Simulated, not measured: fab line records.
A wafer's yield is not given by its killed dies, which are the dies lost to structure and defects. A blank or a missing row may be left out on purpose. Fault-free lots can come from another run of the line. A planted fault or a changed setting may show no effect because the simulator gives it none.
The tool behind it: which one? || flow n5Finfet || 21 lots, 63 wafers sampled, at 3 steps of a route of 1938

WHAT THE GAUGES SHOWED, per wafer
N5_BEOL_M1_CD_MEAS_35: target cd 18 nm, target cd y 21 nm.
{"lot": "L074", "measured": "day 6 10:54", "on": "cdSem-03", "cdNm (nm)": "17.9 17.9 17.5"}
{"lot": "L075", "measured": "day 6 12:11", "on": "cdSem-01", "cdNm (nm)": "17.8 17.8 17.6"}
{"lot": "L076", "measured": "day 6 16:41", "on": "cdSem-01", "cdNm (nm)": "17.8 18.1 18.0"}
{"lot": "L077", "measured": "day 6 23:49", "on": "cdSem-02", "cdNm (nm)": "18.3 17.7 18.0"}
{"lot": "L078", "measured": "day 7 05:28", "on": "cdSem-01", "cdNm (nm)": "18.1 18.0 17.9"}
{"lot": "L079", "measured": "day 7 12:56", "on": "cdSem-03", "cdNm (nm)": "17.7 17.5 17.8"}
{"lot": "L080", "measured": "day 7 13:00", "on": "cdSem-02", "cdNm (nm)": "18.3 17.9 18.1"}
{"lot": "L081", "measured": "day 8 03:03", "on": "cdSem-03", "cdNm (nm)": "17.9 17.8 17.9"}
{"lot": "L082", "measured": "day 8 06:11", "on": "cdSem-03", "cdNm (nm)": "18.5 17.8 18.2"}
{"lot": "L083", "measured": "day 8 11:06", "on": "cdSem-03", "cdNm (nm)": "17.6 18.4 17.3"}
{"lot": "L084", "measured": "day 8 18:40", "on": "cdSem-01", "cdNm (nm)": "17.5 17.7 18.0"}
{"lot": "L086", "measured": "day 9 12:24", "on": "cdSem-03", "cdNm (nm)": "17.9 17.7 17.9"}
{"lot": "L085", "measured": "day 9 12:26", "on": "cdSem-01", "cdNm (nm)": "17.1 17.9 18.0"}
{"lot": "L088", "measured": "day 10 01:33", "on": "cdSem-03", "cdNm (nm)": "17.9 18.6 18.2"}
{"lot": "L089", "measured": "day 10 04:07", "on": "cdSem-02", "cdNm (nm)": "17.7 17.7 17.5"}
{"lot": "L090", "measured": "day 10 09:36", "on": "cdSem-03", "cdNm (nm)": "17.8 18.1 17.3"}
{"lot": "L091", "measured": "day 10 09:45", "on": "cdSem-03", "cdNm (nm)": "17.8 18.5 18.0"}
{"lot": "L092", "measured": "day 10 14:57", "on": "cdSem-01", "cdNm (nm)": "18.1 18.4 18.2"}
{"lot": "L094", "measured": "day 11 11:49", "on": "cdSem-01", "cdNm (nm)": "17.4 18.0 16.7"}
{"lot": "L096", "measured": "day 11 23:17", "on": "cdSem-02", "cdNm (nm)": "18.0 18.5 18.1"}
{"lot": "L097", "measured": "day 12 03:05", "on": "cdSem-03", "cdNm (nm)": "17.7 17.9 18.1"}

WHAT TOOL EACH LOT RAN ON (gives the tool, then ch and the chambers of the sampled wafers, and finally the start)
{"lot": "L074", "N5_BEOL_M1_ETCH_63": "rieDiel-03 ch 0,1, day 6 05:09", "N5_BEOL_M1_ETCH_41": "rieDiel-02 ch 0,2,3, day 6 10:54 or earlier"}
{"lot": "L075", "N5_BEOL_M1_ETCH_63": "rieDiel-03 ch 1,3, day 6 09:26", "N5_BEOL_M1_ETCH_41": "rieDiel-03 ch 1,3, day 6 12:11 or earlier"}
{"lot": "L076", "N5_BEOL_M1_ETCH_63": "rieDiel-02 ch 0,1,2, day 6 11:35", "N5_BEOL_M1_ETCH_41": "rieDiel-02 ch 0,1,3, day 6 16:41 or earlier"}
{"lot": "L077", "N5_BEOL_M1_ETCH_63": "rieDiel-03 ch 0,2, day 6 21:01", "N5_BEOL_M1_ETCH_41": "rieDiel-03 ch 0,1, day 6 23:49 or earlier"}
{"lot": "L078", "N5_BEOL_M1_ETCH_63": "rieDiel-02 ch 0,2,3, day 7 03:43", "N5_BEOL_M1_ETCH_41": "rieDiel-02 ch 0,1,2, day 7 05:28 or earlier"}
{"lot": "L079", "N5_BEOL_M1_ETCH_63": "rieDiel-01 ch 1,2,3, day 7 05:34", "N5_BEOL_M1_ETCH_41": "rieDiel-03 ch 1,2,3, day 7 12:56 or earlier"}
{"lot": "L080", "N5_BEOL_M1_ETCH_63": "rieDiel-02 ch 0,1,2, day 7 10:16", "N5_BEOL_M1_ETCH_41": "rieDiel-01 ch 0,2,3, day 7 13:00 or earlier"}
{"lot": "L081", "N5_BEOL_M1_ETCH_63": "rieDiel-02 ch 0,1,2, day 7 22:43", "N5_BEOL_M1_ETCH_41": "rieDiel-03 ch 0,1,2, day 8 03:03 or earlier"}
{"lot": "L082", "N5_BEOL_M1_ETCH_63": "rieDiel-01 ch 1,2,3, day 7 23:17", "N5_BEOL_M1_ETCH_41": "rieDiel-02 ch 0,2,3, day 8 06:11 or earlier"}
{"lot": "L083", "N5_BEOL_M1_ETCH_63": "rieDiel-02 ch 1,2,3, day 8 06:44", "N5_BEOL_M1_ETCH_41": "rieDiel-01 ch 0,1,3, day 8 11:06 or earlier"}
{"lot": "L084", "N5_BEOL_M1_ETCH_63": "rieDiel-01 ch 0,2,3, day 8 15:04", "N5_BEOL_M1_ETCH_41": "rieDiel-02 ch 1,2,3, day 8 18:40 or earlier"}
{"lot": "L086", "N5_BEOL_M1_ETCH_63": "rieDiel-01 ch 1,2,3, day 9 08:01", "N5_BEOL_M1_ETCH_41": "rieDiel-03 ch 0,1,2, day 9 12:24 or earlier"}
{"lot": "L085", "N5_BEOL_M1_ETCH_63": "rieDiel-02 ch 0,2,3, day 9 08:31", "N5_BEOL_M1_ETCH_41": "rieDiel-02 ch 2,3, day 9 12:26 or earlier"}
{"lot": "L088", "N5_BEOL_M1_ETCH_63": "rieDiel-02 ch 0,1,3, day 9 20:25", "N5_BEOL_M1_ETCH_41": "rieDiel-03 ch 1,2, day 10 01:33 or earlier"}
{"lot": "L089", "N5_BEOL_M1_ETCH_63": "rieDiel-01 ch 1,2,3, day 10 02:07", "N5_BEOL_M1_ETCH_41": "rieDiel-01 ch 1,2,3, day 10 04:07 or earlier"}
{"lot": "L090", "N5_BEOL_M1_ETCH_63": "rieDiel-01 ch 0,3, day 10 07:23", "N5_BEOL_M1_ETCH_41": "rieDiel-03 ch 0,2, day 10 09:36 or earlier"}
{"lot": "L091", "N5_BEOL_M1_ETCH_63": "rieDiel-02 ch 0,2,3, day 10 07:37", "N5_BEOL_M1_ETCH_41": "rieDiel-02 ch 0,2,3, day 10 09:45 or earlier"}
{"lot": "L092", "N5_BEOL_M1_ETCH_63": "rieDiel-01 ch 0,1,3, day 10 13:12", "N5_BEOL_M1_ETCH_41": "rieDiel-02 ch 0,1,2, day 10 14:57 or earlier"}
{"lot": "L094", "N5_BEOL_M1_ETCH_63": "rieDiel-01 ch 0,2, day 11 08:41", "N5_BEOL_M1_ETCH_41": "rieDiel-02 ch 0,1,3, day 11 11:49 or earlier"}
{"lot": "L096", "N5_BEOL_M1_ETCH_63": "rieDiel-03 ch 0,3, day 11 21:11", "N5_BEOL_M1_ETCH_41": "rieDiel-01 ch 1,2,3, day 11 23:17 or earlier"}
{"lot": "L097", "N5_BEOL_M1_ETCH_63": "rieDiel-03 ch 0,1,2, day 12 00:28", "N5_BEOL_M1_ETCH_41": "rieDiel-03 ch 0,2,3, day 12 03:05 or earlier"}
- N5_BEOL_M1_ETCH_63: etches SiARC in CF4, target depth 15.6 nm, time 26 s.
- N5_BEOL_M1_ETCH_41: etches SiCN in CH3F/O2, target depth 31.9 nm, time 57.8 s.

AS READ BY THE TOOLS THEMSELVES (means over the sampled wafers that have a number; for cases with no such wafer, the mark the record gives instead)
N5_BEOL_M1_ETCH_63.
{"lot": "L074", "tool": "rieDiel-03", "drypumpMotorCurrentA (A)": 6.5, "etchRfOnTimeS (s)": 26.5, "oesProductAu (a.u.)": 0.65, "rfFwdPowerW (W)": 531.7, "rfVppV (V)": 184.2, "showerheadPlenumPTorr (Torr)": 2.20, "throttleValvePct (%)": 15.67}
{"lot": "L075", "tool": "rieDiel-03", "drypumpMotorCurrentA (A)": 6.0, "etchRfOnTimeS (s)": 26.4, "oesProductAu (a.u.)": 0.63, "rfFwdPowerW (W)": 531.2, "rfVppV (V)": 185.5, "showerheadPlenumPTorr (Torr)": 2.24, "throttleValvePct (%)": 15.75}
{"lot": "L076", "tool": "rieDiel-02", "drypumpMotorCurrentA (A)": 5.7, "etchRfOnTimeS (s)": 26.0, "oesProductAu (a.u.)": 0.63, "rfFwdPowerW (W)": 531.0, "rfVppV (V)": 185.0, "showerheadPlenumPTorr (Torr)": 2.15, "throttleValvePct (%)": 15.56}
{"lot": "L077", "tool": "rieDiel-03", "drypumpMotorCurrentA (A)": 6.1, "etchRfOnTimeS (s)": 26.4, "oesProductAu (a.u.)": 0.71, "rfFwdPowerW (W)": 531.4, "rfVppV (V)": 183.7, "showerheadPlenumPTorr (Torr)": 2.15, "throttleValvePct (%)": 15.54}
{"lot": "L078", "tool": "rieDiel-02", "drypumpMotorCurrentA (A)": 5.7, "etchRfOnTimeS (s)": 25.6, "oesProductAu (a.u.)": 0.61, "rfFwdPowerW (W)": 532.3, "rfVppV (V)": 183.6, "showerheadPlenumPTorr (Torr)": 2.12, "throttleValvePct (%)": 15.69}
{"lot": "L079", "tool": "rieDiel-01", "drypumpMotorCurrentA (A)": 6.0, "etchRfOnTimeS (s)": 26.0, "oesProductAu (a.u.)": 0.67, "rfFwdPowerW (W)": 532.3, "rfVppV (V)": 184.2, "showerheadPlenumPTorr (Torr)": 2.20, "throttleValvePct (%)": 15.49}
{"lot": "L080", "tool": "rieDiel-02", "drypumpMotorCurrentA (A)": 5.8, "etchRfOnTimeS (s)": 26.1, "oesProductAu (a.u.)": 0.62, "rfFwdPowerW (W)": 531.1, "rfVppV (V)": 184.9, "showerheadPlenumPTorr (Torr)": 2.15, "throttleValvePct (%)": 15.57}
{"lot": "L081", "tool": "rieDiel-02", "drypumpMotorCurrentA (A)": 5.8, "etchRfOnTimeS (s)": 26.3, "oesProductAu (a.u.)": 0.62, "rfFwdPowerW (W)": 531.7, "rfVppV (V)": 184.8, "showerheadPlenumPTorr (Torr)": 2.15, "throttleValvePct (%)": 15.57}
{"lot": "L082", "tool": "rieDiel-01", "drypumpMotorCurrentA (A)": 6.0, "etchRfOnTimeS (s)": 26.1, "oesProductAu (a.u.)": 0.66, "rfFwdPowerW (W)": 531.6, "rfVppV (V)": 184.6, "showerheadPlenumPTorr (Torr)": 2.20, "throttleValvePct (%)": 15.49}
{"lot": "L083", "tool": "rieDiel-02", "drypumpMotorCurrentA (A)": 5.9, "etchRfOnTimeS (s)": 25.9, "oesProductAu (a.u.)": 0.71, "rfFwdPowerW (W)": 531.5, "rfVppV (V)": 185.2, "showerheadPlenumPTorr (Torr)": 2.17, "throttleValvePct (%)": 15.42}
{"lot": "L084", "tool": "rieDiel-01", "drypumpMotorCurrentA (A)": 5.9, "etchRfOnTimeS (s)": 25.7, "oesProductAu (a.u.)": 0.67, "rfFwdPowerW (W)": 533.4, "rfVppV (V)": 183.6, "showerheadPlenumPTorr (Torr)": 2.18, "throttleValvePct (%)": 15.54}
{"lot": "L086", "tool": "rieDiel-01", "drypumpMotorCurrentA (A)": 6.0, "etchRfOnTimeS (s)": 26.1, "oesProductAu (a.u.)": 0.66, "rfFwdPowerW (W)": 531.9, "rfVppV (V)": 184.4, "showerheadPlenumPTorr (Torr)": 2.20, "throttleValvePct (%)": 15.50}
{"lot": "L085", "tool": "rieDiel-02", "drypumpMotorCurrentA (A)": 5.7, "etchRfOnTimeS (s)": 26.4, "oesProductAu (a.u.)": 0.67, "rfFwdPowerW (W)": 532.2, "rfVppV (V)": 184.7, "showerheadPlenumPTorr (Torr)": 2.20, "throttleValvePct (%)": 15.56}
{"lot": "L088", "tool": "rieDiel-02", "drypumpMotorCurrentA (A)": 5.5, "etchRfOnTimeS (s)": 25.6, "oesProductAu (a.u.)": 0.69, "rfFwdPowerW (W)": 531.0, "rfVppV (V)": 185.6, "showerheadPlenumPTorr (Torr)": 2.20, "throttleValvePct (%)": 15.43}
{"lot": "L089", "tool": "rieDiel-01", "drypumpMotorCurrentA (A)": 6.0, "etchRfOnTimeS (s)": 26.2, "oesProductAu (a.u.)": 0.65, "rfFwdPowerW (W)": 532.0, "rfVppV (V)": 184.2, "showerheadPlenumPTorr (Torr)": 2.20, "throttleValvePct (%)": 15.52}
{"lot": "L090", "tool": "rieDiel-01", "drypumpMotorCurrentA (A)": 6.0, "etchRfOnTimeS (s)": 24.9, "oesProductAu (a.u.)": 0.73, "rfFwdPowerW (W)": 535.0, "rfVppV (V)": 184.2, "showerheadPlenumPTorr (Torr)": 2.17, "throttleValvePct (%)": 15.65}
{"lot": "L091", "tool": "rieDiel-02", "drypumpMotorCurrentA (A)": 5.7, "etchRfOnTimeS (s)": 25.9, "oesProductAu (a.u.)": 0.67, "rfFwdPowerW (W)": 533.4, "rfVppV (V)": 183.7, "showerheadPlenumPTorr (Torr)": 2.19, "throttleValvePct (%)": 15.59}
{"lot": "L092", "tool": "rieDiel-01", "drypumpMotorCurrentA (A)": 6.0, "etchRfOnTimeS (s)": 25.7, "oesProductAu (a.u.)": 0.70, "rfFwdPowerW (W)": 534.6, "rfVppV (V)": 184.7, "showerheadPlenumPTorr (Torr)": 2.19, "throttleValvePct (%)": 15.61}
{"lot": "L094", "tool": "rieDiel-01", "drypumpMotorCurrentA (A)": 5.7, "etchRfOnTimeS (s)": 26.3, "oesProductAu (a.u.)": 0.65, "rfFwdPowerW (W)": 532.9, "rfVppV (V)": 184.2, "showerheadPlenumPTorr (Torr)": 2.19, "throttleValvePct (%)": 15.45}
{"lot": "L096", "tool": "rieDiel-03", "drypumpMotorCurrentA (A)": 6.5, "etchRfOnTimeS (s)": 26.7, "oesProductAu (a.u.)": 0.62, "rfFwdPowerW (W)": 533.5, "rfVppV (V)": 184.3, "showerheadPlenumPTorr (Torr)": 2.17, "throttleValvePct (%)": 15.72}
{"lot": "L097", "tool": "rieDiel-03", "drypumpMotorCurrentA (A)": 5.9, "etchRfOnTimeS (s)": 26.6, "oesProductAu (a.u.)": 0.65, "rfFwdPowerW (W)": 531.4, "rfVppV (V)": 184.4, "showerheadPlenumPTorr (Torr)": 2.17, "throttleValvePct (%)": 15.68}

N5_BEOL_M1_ETCH_41.
{"lot": "L074", "tool": "rieDiel-02", "drypumpMotorCurrentA (A)": 5.7, "oesProductAu (a.u.)": 0.71, "rfFwdPowerW (W)": 392.3, "rfVppV (V)": 297.3, "showerheadPlenumPTorr (Torr)": 1.98, "throttleValvePct (%)": 16.42}
{"lot": "L075", "tool": "rieDiel-03", "drypumpMotorCurrentA (A)": 6.0, "oesProductAu (a.u.)": 0.73, "rfFwdPowerW (W)": 392.2, "rfVppV (V)": 298.9, "showerheadPlenumPTorr (Torr)": 2.08, "throttleValvePct (%)": 16.43}
{"lot": "L076", "tool": "rieDiel-02", "drypumpMotorCurrentA (A)": 5.4, "oesProductAu (a.u.)": 0.73, "rfFwdPowerW (W)": 391.0, "rfVppV (V)": 296.9, "showerheadPlenumPTorr (Torr)": 1.98, "throttleValvePct (%)": 16.29}
{"lot": "L077", "tool": "rieDiel-03", "drypumpMotorCurrentA (A)": 6.3, "oesProductAu (a.u.)": 0.75, "rfFwdPowerW (W)": 390.9, "rfVppV (V)": 298.3, "showerheadPlenumPTorr (Torr)": 2.08, "throttleValvePct (%)": 16.45}
{"lot": "L078", "tool": "rieDiel-02", "drypumpMotorCurrentA (A)": 5.7, "oesProductAu (a.u.)": 0.73, "rfFwdPowerW (W)": 391.3, "rfVppV (V)": 297.4, "showerheadPlenumPTorr (Torr)": 2.01, "throttleValvePct (%)": 16.32}
{"lot": "L079", "tool": "rieDiel-03", "drypumpMotorCurrentA (A)": 5.7, "oesProductAu (a.u.)": 0.80, "rfFwdPowerW (W)": 391.6, "rfVppV (V)": 297.7, "showerheadPlenumPTorr (Torr)": 2.05, "throttleValvePct (%)": 16.34}
{"lot": "L080", "tool": "rieDiel-01", "drypumpMotorCurrentA (A)": 6.0, "oesProductAu (a.u.)": 0.80, "rfFwdPowerW (W)": 392.7, "rfVppV (V)": 297.1, "showerheadPlenumPTorr (Torr)": 2.03, "throttleValvePct (%)": 16.18}
{"lot": "L081", "tool": "rieDiel-03", "drypumpMotorCurrentA (A)": 5.9, "oesProductAu (a.u.)": 0.80, "rfFwdPowerW (W)": 390.8, "rfVppV (V)": 297.5, "showerheadPlenumPTorr (Torr)": 2.04, "throttleValvePct (%)": 16.34}
{"lot": "L082", "tool": "rieDiel-02", "drypumpMotorCurrentA (A)": 5.7, "oesProductAu (a.u.)": 0.80, "rfFwdPowerW (W)": 391.5, "rfVppV (V)": 297.9, "showerheadPlenumPTorr (Torr)": 2.06, "throttleValvePct (%)": 16.28}
{"lot": "L083", "tool": "rieDiel-01", "drypumpMotorCurrentA (A)": 6.0, "oesProductAu (a.u.)": 0.84, "rfFwdPowerW (W)": 391.6, "rfVppV (V)": 297.4, "showerheadPlenumPTorr (Torr)": 2.05, "throttleValvePct (%)": 16.23}
{"lot": "L084", "tool": "rieDiel-02", "drypumpMotorCurrentA (A)": 5.9, "oesProductAu (a.u.)": 0.81, "rfFwdPowerW (W)": 391.8, "rfVppV (V)": 297.4, "showerheadPlenumPTorr (Torr)": 2.04, "throttleValvePct (%)": 16.19}
{"lot": "L086", "tool": "rieDiel-03", "drypumpMotorCurrentA (A)": 5.9, "oesProductAu (a.u.)": 0.80, "rfFwdPowerW (W)": 390.9, "rfVppV (V)": 297.4, "showerheadPlenumPTorr (Torr)": 2.03, "throttleValvePct (%)": 16.36}
{"lot": "L085", "tool": "rieDiel-02", "drypumpMotorCurrentA (A)": 5.9, "oesProductAu (a.u.)": 0.87, "rfFwdPowerW (W)": 392.7, "rfVppV (V)": 299.1, "showerheadPlenumPTorr (Torr)": 2.09, "throttleValvePct (%)": 16.16}
{"lot": "L088", "tool": "rieDiel-03", "drypumpMotorCurrentA (A)": 5.7, "oesProductAu (a.u.)": 0.78, "rfFwdPowerW (W)": 391.2, "rfVppV (V)": 297.8, "showerheadPlenumPTorr (Torr)": 2.05, "throttleValvePct (%)": 16.39}
{"lot": "L089", "tool": "rieDiel-01", "drypumpMotorCurrentA (A)": 6.0, "oesProductAu (a.u.)": 0.75, "rfFwdPowerW (W)": 391.5, "rfVppV (V)": 298.7, "showerheadPlenumPTorr (Torr)": 2.05, "throttleValvePct (%)": 16.20}
{"lot": "L090", "tool": "rieDiel-03", "drypumpMotorCurrentA (A)": 6.1, "oesProductAu (a.u.)": 0.80, "rfFwdPowerW (W)": 391.8, "rfVppV (V)": 296.9, "showerheadPlenumPTorr (Torr)": 2.01, "throttleValvePct (%)": 16.33}
{"lot": "L091", "tool": "rieDiel-02", "drypumpMotorCurrentA (A)": 5.7, "oesProductAu (a.u.)": 0.78, "rfFwdPowerW (W)": 391.5, "rfVppV (V)": 298.6, "showerheadPlenumPTorr (Torr)": 2.06, "throttleValvePct (%)": 16.33}
{"lot": "L092", "tool": "rieDiel-02", "drypumpMotorCurrentA (A)": 5.7, "oesProductAu (a.u.)": 0.71, "rfFwdPowerW (W)": 392.5, "rfVppV (V)": 297.2, "showerheadPlenumPTorr (Torr)": 2.00, "throttleValvePct (%)": 16.36}
{"lot": "L094", "tool": "rieDiel-02", "drypumpMotorCurrentA (A)": 5.4, "oesProductAu (a.u.)": 0.78, "rfFwdPowerW (W)": 391.1, "rfVppV (V)": 298.5, "showerheadPlenumPTorr (Torr)": 2.06, "throttleValvePct (%)": 16.21}
{"lot": "L096", "tool": "rieDiel-01", "drypumpMotorCurrentA (A)": 5.9, "oesProductAu (a.u.)": 0.74, "rfFwdPowerW (W)": 390.3, "rfVppV (V)": 298.3, "showerheadPlenumPTorr (Torr)": 2.05, "throttleValvePct (%)": 16.22}
{"lot": "L097", "tool": "rieDiel-03", "drypumpMotorCurrentA (A)": 5.8, "oesProductAu (a.u.)": 0.76, "rfFwdPowerW (W)": 392.8, "rfVppV (V)": 297.0, "showerheadPlenumPTorr (Torr)": 2.01, "throttleValvePct (%)": 16.38}

THE ANSWER, worked out from the rows above alone
Rule: what is usual is taken from the lots themselves. The widest of any qualifying gaps counts: lots, ordered by their means at a reading, are off when they make up no more than a third of the lots, leave a main group of 4 or more, and stand apart from it by 3 or more times the standard deviation of that group's means. The tables above print the reading to a certain number of digits; a main group whose means all agree to those digits is not used. Also off: a lot with no number at a reading for which 4 or more lots have one. All remaining lots with rows at the step are treated as sound. First the gauges in route order, then the tools' own readings, where a lot's mean is used as printed above. At the first step where some lot is off, the reading lying furthest off is the one used; lots without a number count as furthest.
Nothing can be told from this: no lot is off at any reading shown.

WHAT THE SIMULATOR PUT IN
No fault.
